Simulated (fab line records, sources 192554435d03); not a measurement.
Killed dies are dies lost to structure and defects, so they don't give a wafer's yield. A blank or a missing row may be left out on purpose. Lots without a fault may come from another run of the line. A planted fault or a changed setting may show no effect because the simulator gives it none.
Which tool did it? | flow n5_finfet | 20 lots, 60 wafers sampled, at 4 steps of a route of 1938

WHAT THE GAUGES READ, wafer by wafer
N5_BEOL_M10_CD_MEAS_18: pitch 140 nm, target cd 70 nm.
lot  | measured     | on        | cd_nm (nm)
L074 | day 13 06:24 | cd_sem-01 | 70.6 69.8 70.3
L077 | day 13 20:16 | cd_sem-01 | 70.2 67.9 69.8
L075 | day 14 06:00 | cd_sem-02 | 69.5 69.1 68.7
L076 | day 14 09:31 | cd_sem-01 | 69.3 69.9 69.9
L078 | day 14 18:25 | cd_sem-03 | 70.2 69.4 68.6
L082 | day 14 22:44 | cd_sem-02 | 70.7 71.0 71.0
L079 | day 15 03:20 | cd_sem-03 | 69.8 70.4 69.1
L086 | day 16 06:29 | cd_sem-02 | 69.0 69.7 69.5
L081 | day 16 18:05 | cd_sem-02 | 69.0 70.2 69.7
L084 | day 16 18:22 | cd_sem-02 | 70.6 70.5 70.2
L085 | day 17 07:04 | cd_sem-02 | 69.9 69.7 69.1
L090 | day 17 09:40 | cd_sem-03 | 70.1 70.1 70.7
L089 | day 17 21:23 | cd_sem-01 | 70.0 68.4 69.5
L088 | day 17 23:04 | cd_sem-01 | 69.7 70.2 68.7
L087 | day 17 23:45 | cd_sem-01 | 70.1 69.4 69.7
L091 | day 18 04:50 | cd_sem-01 | 70.6 70.5 70.0
L092 | day 18 10:33 | cd_sem-03 | 70.7 69.1 68.6
L094 | day 18 11:09 | cd_sem-01 | 69.5 68.9 69.1
L095 | day 19 11:07 | cd_sem-02 | 69.9 69.8 70.8
L097 | day 19 16:53 | cd_sem-02 | 69.7 70.7 70.9

WHICH TOOL RAN EACH LOT (tool, then ch and the chambers of the sampled wafers, then the start)
lot  | N5_BEOL_M10_CURE_71           | N5_BEOL_M10_PECVD_70            | N5_BEOL_M10_ETCH_61
L074 | uv_cure-03 ch 2, day 13 03:28 | pecvd-02 ch 0,1,2, day 13 04:29 | rie_diel-04 ch 0,2, day 13 05:52
L077 | uv_cure-03 ch 2, day 13 18:19 | pecvd-03 ch 0,1,2, day 13 18:47 | rie_diel-01 ch 0,1,2, day 13 19:52
L075 | uv_cure-02 ch 1, day 14 02:08 | pecvd-02 ch 0,1,2, day 14 02:36 | rie_diel-04 ch 0,1,3, day 14 05:35
L076 | uv_cure-03 ch 2, day 14 06:46 | pecvd-02 ch 0,1,2, day 14 07:14 | rie_diel-04 ch 1,2, day 14 09:02
L078 | uv_cure-03 ch 0, day 14 15:32 | pecvd-02 ch 0,1, day 14 16:00   | rie_diel-01 ch 1,2, day 14 17:59
L082 | uv_cure-02 ch 2, day 14 18:57 | pecvd-03 ch 0,1,2, day 14 19:20 | rie_diel-04 ch 0,1,3, day 14 22:19
L079 | uv_cure-01 ch 2, day 15 00:34 | pecvd-02 ch 0,1,2, day 15 00:54 | rie_diel-04 ch 2,3, day 15 02:55
L086 | uv_cure-02 ch 2, day 16 04:55 | pecvd-03 ch 0,1, day 16 05:23   | rie_diel-01 ch 0,1,3, day 16 06:04
L081 | uv_cure-02 ch 2, day 16 14:49 | pecvd-02 ch 0,1, day 16 15:13   | rie_diel-04 ch 0,3, day 16 17:38
L084 | uv_cure-02 ch 0, day 16 15:55 | pecvd-03 ch 0,2, day 16 16:28   | rie_diel-04 ch 0,1,2, day 16 17:53
L085 | uv_cure-02 ch 0, day 17 05:13 | pecvd-04 ch 0,1, day 17 05:41   | rie_diel-01 ch 0,2,3, day 17 06:38
L090 | uv_cure-03 ch 2, day 17 07:07 | pecvd-04 ch 0,1,2, day 17 07:31 | rie_diel-01 ch 0,1, day 17 09:14
L089 | uv_cure-03 ch 1, day 17 19:07 | pecvd-03 ch 0,1, day 17 19:40   | rie_diel-03 ch 0,3, day 17 20:49
L088 | uv_cure-03 ch 1, day 17 19:59 | pecvd-04 ch 0,2, day 17 20:27   | rie_diel-03 ch 0,3, day 17 22:26
L087 | uv_cure-02 ch 0, day 17 21:44 | pecvd-04 ch 0,1, day 17 22:17   | rie_diel-04 ch 0,1,2, day 17 23:20
L091 | uv_cure-03 ch 0, day 18 02:40 | pecvd-02 ch 0,2, day 18 03:05   | rie_diel-04 ch 1,2, day 18 04:25
L092 | uv_cure-02 ch 0, day 18 06:02 | pecvd-03 ch 0,1,2, day 18 06:30 | rie_diel-03 ch 0,2,3, day 18 10:07
L094 | uv_cure-02 ch 2, day 18 08:24 | pecvd-02 ch 0,1,2, day 18 08:52 | rie_diel-01 ch 0,1,2, day 18 10:44
L095 | uv_cure-02 ch 0, day 19 07:15 | pecvd-04 ch 0,2, day 19 07:48   | rie_diel-03 ch 0,2,3, day 19 10:42
L097 | uv_cure-02 ch 1, day 19 13:59 | pecvd-03 ch 0,1,2, day 19 14:19 | rie_diel-01 ch 0,1,3, day 19 16:29
- N5_BEOL_M10_CURE_71: cures SiCOH lowk, time 240 s.
- N5_BEOL_M10_PECVD_70: deposits SiO2 from TEOS/O2, target thk 20 nm, time 22.7 s.
- N5_BEOL_M10_ETCH_61: etches SiARC in CF4, target depth 39 nm, time 65 s.

WHAT THE TOOLS THEMSELVES READ (means of the sampled wafers that have a number; where no wafer has one, the mark that the record gives instead)
N5_BEOL_M10_CURE_71.
lot  | tool       | lamp_power_pct (%) | wafer_temp_C_max
L074 | uv_cure-03 | 52.29              | 386.4
L077 | uv_cure-03 | 52.33              | 386.8
L075 | uv_cure-02 | 52.38              | 386.7
L076 | uv_cure-03 | 52.36              | 386.4
L078 | uv_cure-03 | 52.29              | 386.2
L082 | uv_cure-02 | 52.29              | 386.6
L079 | uv_cure-01 | 52.28              | 386.9
L086 | uv_cure-02 | 52.37              | 386.5
L081 | uv_cure-02 | 52.32              | 387.2
L084 | uv_cure-02 | 52.34              | 387.7
L085 | uv_cure-02 | 52.30              | 387.3
L090 | uv_cure-03 | 52.32              | 386.1
L089 | uv_cure-03 | 52.31              | 386.5
L088 | uv_cure-03 | 52.32              | 386.3
L087 | uv_cure-02 | 52.27              | 386.9
L091 | uv_cure-03 | 52.33              | 386.2
L092 | uv_cure-02 | 52.34              | 386.9
L094 | uv_cure-02 | 52.27              | 386.9
L095 | uv_cure-02 | 52.33              | 387.3
L097 | uv_cure-02 | 52.29              | 386.3

N5_BEOL_M10_PECVD_70.
lot  | tool     | heater_power_w (W) | showerhead_plenum_p_Torr (Torr) | throttle_valve_pct (%)
L074 | pecvd-02 | 704                | 8.76                            | 21.8
L077 | pecvd-03 | 683                | 8.76                            | 22.9
L075 | pecvd-02 | 760                | 8.77                            | 21.7
L076 | pecvd-02 | 779                | 8.77                            | 21.9
L078 | pecvd-02 | 681                | 8.79                            | 22.0
L082 | pecvd-03 | 713                | 8.76                            | 22.8
L079 | pecvd-02 | 763                | 8.77                            | 21.8
L086 | pecvd-03 | 723                | 8.81                            | 23.6
L081 | pecvd-02 | 686                | 8.77                            | 22.0
L084 | pecvd-03 | 737                | 8.77                            | 22.5
L085 | pecvd-04 | 735                | 8.81                            | 25.4
L090 | pecvd-04 | 762                | 8.77                            | 23.8
L089 | pecvd-03 | 674                | 8.81                            | 23.6
L088 | pecvd-04 | 776                | 8.77                            | 23.6
L087 | pecvd-04 | 722                | 8.83                            | 25.5
L091 | pecvd-02 | 703                | 8.75                            | 21.4
L092 | pecvd-03 | 697                | 8.78                            | 22.9
L094 | pecvd-02 | 785                | 8.76                            | 21.2
L095 | pecvd-04 | 842                | 8.75                            | 22.4
L097 | pecvd-03 | 762                | 8.75                            | 22.9

N5_BEOL_M10_ETCH_61.
lot  | tool        | bias_w (W) | chamber_pressure_mTorr (mTorr) | drypump_motor_current_A (A) | etch_rf_on_time_s (s) | oes_product_au (a.u.) | rf_vpp_V (V) | showerhead_plenum_p_Torr (Torr) | throttle_valve_pct (%)
L074 | rie_diel-04 | 36.06      | 40.00                          | 5.72                        | 63.8                  | 0.77                  | 184.2        | 2.12                            | 15.55
L077 | rie_diel-01 | 36.00      | 40.01                          | 5.66                        | 66.7                  | 0.64                  | 183.8        | 2.14                            | 15.81
L075 | rie_diel-04 | 35.99      | 40.01                          | 5.66                        | 65.1                  | 0.70                  | 183.7        | 2.12                            | 15.67
L076 | rie_diel-04 | 36.00      | 40.03                          | 5.75                        | 63.6                  | 0.77                  | 184.3        | 2.11                            | 15.33
L078 | rie_diel-01 | 35.96      | 39.98                          | 5.59                        | 65.7                  | 0.65                  | 185.3        | 2.19                            | 15.83
L082 | rie_diel-04 | 36.00      | 40.02                          | 5.67                        | 64.2                  | 0.70                  | 183.6        | 2.11                            | 15.68
L079 | rie_diel-04 | 35.95      | 40.04                          | 5.36                        | 66.4                  | 0.71                  | 185.4        | 2.18                            | 15.59
L086 | rie_diel-01 | 36.04      | 40.03                          | 5.70                        | 64.8                  | 0.68                  | 183.3        | 2.13                            | 15.60
L081 | rie_diel-04 | 36.06      | 40.02                          | 5.45                        | 65.5                  | 0.63                  | 184.5        | 2.15                            | 15.94
L084 | rie_diel-04 | 36.08      | 39.99                          | 5.72                        | 63.5                  | 0.73                  | 183.8        | 2.11                            | 15.49
L085 | rie_diel-01 | 35.89      | 40.01                          | 5.74                        | 67.3                  | 0.65                  | 183.4        | 2.09                            | 15.74
L090 | rie_diel-01 | 35.97      | 40.02                          | 5.67                        | 64.9                  | 0.65                  | 184.1        | 2.12                            | 15.74
L089 | rie_diel-03 | 35.98      | 40.02                          | 5.60                        | 65.1                  | 0.67                  | 183.7        | 2.06                            | 15.57
L088 | rie_diel-03 | 35.94      | 39.97                          | 5.61                        | 65.5                  | 0.67                  | 183.6        | 2.06                            | 15.57
L087 | rie_diel-04 | 35.90      | 40.03                          | 5.72                        | 64.8                  | 0.72                  | 183.7        | 2.10                            | 15.50
L091 | rie_diel-04 | 36.03      | 40.00                          | 5.60                        | 64.2                  | 0.73                  | 184.1        | 2.13                            | 15.41
L092 | rie_diel-03 | 35.98      | 40.01                          | 5.70                        | 64.5                  | 0.74                  | 184.2        | 2.10                            | 15.46
L094 | rie_diel-01 | 35.98      | 40.03                          | 5.64                        | 66.7                  | 0.62                  | 183.4        | 2.13                            | 15.89
L095 | rie_diel-03 | 36.02      | 39.99                          | 5.70                        | 64.5                  | 0.71                  | 184.0        | 2.10                            | 15.47
L097 | rie_diel-01 | 36.05      | 40.00                          | 5.71                        | 65.3                  | 0.66                  | 183.5        | 2.12                            | 15.64

THE ANSWER, worked out from the rows above alone
Rule: what is usual is taken from the lots themselves. Put in order of their means at a reading, lots are off if they are a third of the lots or fewer, leave a main group of 4 or more, and stand apart from it by a gap of 3 or more times the standard deviation of the main group's means; of several such gaps the widest counts. A main group whose means are all the same, to the digits that the tables above print for the reading, isn't used. A lot without any number at a reading at which 4 lots or more have one is off too. The other lots that the step has rows for count as sound. The gauges are gone through in route order, then the tools' own readings, and for those a lot's mean is taken as printed above. The first step at which some lot is off is used, and at that step the reading that is off furthest; a lot without a number counts as furthest.
No lot is off at any reading shown: from this, nothing can be told.

WHAT THE SIMULATOR HAD PUT IN
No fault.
